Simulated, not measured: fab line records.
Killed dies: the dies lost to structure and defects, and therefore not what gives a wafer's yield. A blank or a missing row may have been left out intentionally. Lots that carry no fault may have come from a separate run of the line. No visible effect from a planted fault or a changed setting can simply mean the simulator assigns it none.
The tool behind it: which one?    flow nand-harc    36 wafers from 12 lots sampled at 2 of the route's 1302 steps

== WHAT THE GAUGES SHOWED, per wafer ==
NHARC_A_CHANNEL_HOLE_D2_CD_MEAS_31.
lot   measured      on         cd-nm (nm)
L076  day 14 00:01  cd-sem-02  89.3 88.3 90.1
L077  day 14 21:12  cd-sem-02  89.2 89.5 89.8
L079  day 15 18:32  cd-sem-03  89.4 90.4 90.6
L081  day 16 08:27  cd-sem-01  90.1 88.8 89.1
L084  day 17 17:05  cd-sem-02  88.5 90.6 90.5
L085  day 17 21:35  cd-sem-03  90.9 91.1 90.3
L087  day 18 22:23  cd-sem-01  89.0 88.4 89.1
L088  day 19 20:19  cd-sem-02  90.2 91.4 89.5
L092  day 20 17:14  cd-sem-02  88.5 88.1 88.5
L093  day 21 09:28  cd-sem-02  88.9 89.7 89.9
L095  day 22 00:16  cd-sem-01  89.9 89.0 89.1
L097  day 23 00:59  cd-sem-02  90.6 89.0 90.0

== WHICH TOOL RAN EACH LOT (tool, then ch and the chambers of the sampled wafers, then the start) ==
lot   NHARC_A_CHANNEL_HOLE_D2_ETCH_44
L076  rie-diel-09 ch 0,1,2, day 13 23:14
L077  rie-diel-01 ch 1,2,3, day 14 20:25
L079  rie-diel-02 ch 0,1,2, day 15 17:44
L081  rie-diel-01 ch 0,2,3, day 16 07:41
L084  rie-diel-09 ch 1,2,3, day 17 16:17
L085  rie-diel-02 ch 0,2, day 17 20:47
L087  rie-diel-01 ch 1,2,3, day 18 21:35
L088  rie-diel-09 ch 0,1, day 19 19:01
L092  rie-diel-01 ch 0,1,3, day 20 16:26
L093  rie-diel-09 ch 0,1,3, day 21 08:40
L095  rie-diel-01 ch 0,1,2, day 21 23:21
L097  rie-diel-01 ch 0,1,2, day 23 00:13
- NHARC_A_CHANNEL_HOLE_D2_ETCH_44: etches the open film in CF4/O2, target depth 140 nm, overetch 14 nm, time 77 s.

== THE ANSWER, worked out from the rows above alone ==
Rule: the usual values come from the lots themselves. The widest of any qualifying gaps counts: lots, ordered by their means at a reading, are off when they make up no more than a third of the lots, leave a main group of 4 or more, and stand apart from it by 3 or more times the standard deviation of that group's means. A main group whose means are all the same, to the digits that the tables above print for the reading, isn't used. Also off: a lot with no number at a reading for which 4 or more lots have one. All remaining lots with rows at the step are treated as sound.
Nothing can be told from this: no lot is off at any reading shown.

== WHAT HAD BEEN PUT IN BY THE SIMULATOR ==
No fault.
